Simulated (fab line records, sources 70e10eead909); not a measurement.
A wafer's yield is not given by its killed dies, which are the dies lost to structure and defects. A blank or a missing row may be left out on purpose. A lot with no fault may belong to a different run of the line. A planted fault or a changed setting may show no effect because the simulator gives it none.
2 desks, one fault	flow nand-harc	what lay behind the numbers comes last; until then each desk has only its own

== AT THE TOOL OWNER'S DESK: pvd-sputter-03 ==
The tool's own readings at NHARC_A_BONDPAD_PVD_17 (deposits TaN, target thk 5 nm, time 8.06 s): means of the sampled wafers that have a number, for each lot that ran on this tool. Marked OUT: a lot whose mean sits more than 4 standard deviations from the usual mean, which makes it out of limits; the brackets give that distance.
Columns: A = bias-v at NHARC_A_BONDPAD_PVD_17, usual 168.6 V; B = cathode-dc-power-W at NHARC_A_BONDPAD_PVD_17, usual 15000 W; C = chamber-pressure-pa at NHARC_A_BONDPAD_PVD_17, usual 0.11999 Pa; D = throttle-valve-pct at NHARC_A_BONDPAD_PVD_17, usual 29.7 %
lot	first seen here	A	B	C	D
L766	day 23 16:09	170.0	15001	0.11991	32.0
L771	day 25 05:17	168.6	14998	0.12006	30.2
L773	day 26 12:23	169.3	15003	0.11965	29.6
L785	day 30 23:56	167.4	14999	0.12003	31.0
L789	day 33 00:39	169.1	14997	0.11977	31.4
This desk's verdict: no lot among the 5 shows anything out of limits.

== AT THE METROLOGY DESK ==
What the gauges read for every lot (on any tool): the sampled wafers with a number, averaged. Marked OUT: a lot whose mean sits more than 4 standard deviations from the usual mean, which makes it out of limits; the brackets give that distance.
Columns: A = cd-nm at NHARC_A_BONDPAD_CD_MEAS_09, usual 500.0 nm
lot	first seen here	A
L767	day 23 01:58	499.2
L766	day 23 14:53	500.6
L771	day 25 03:59	501.8
L773	day 26 11:06	499.2
L778	day 28 06:52	499.6
L779	day 28 10:40	501.3
L781	day 28 19:24	497.4
L782	day 30 14:20	502.9
L784	day 30 15:12	501.4
L785	day 30 22:39	498.9
L786	day 31 11:39	498.5
L788	day 32 04:59	502.6
L787	day 32 06:02	502.4
L789	day 32 23:22	499.1
This desk's verdict: no lot among the 14 shows anything out of limits.

== ALL TOGETHER ==
The tool owner's desk saw nothing out of limits.
Nothing out of limits was seen by the metrology desk.

== WHAT THE SIMULATOR HAD INSERTED ==
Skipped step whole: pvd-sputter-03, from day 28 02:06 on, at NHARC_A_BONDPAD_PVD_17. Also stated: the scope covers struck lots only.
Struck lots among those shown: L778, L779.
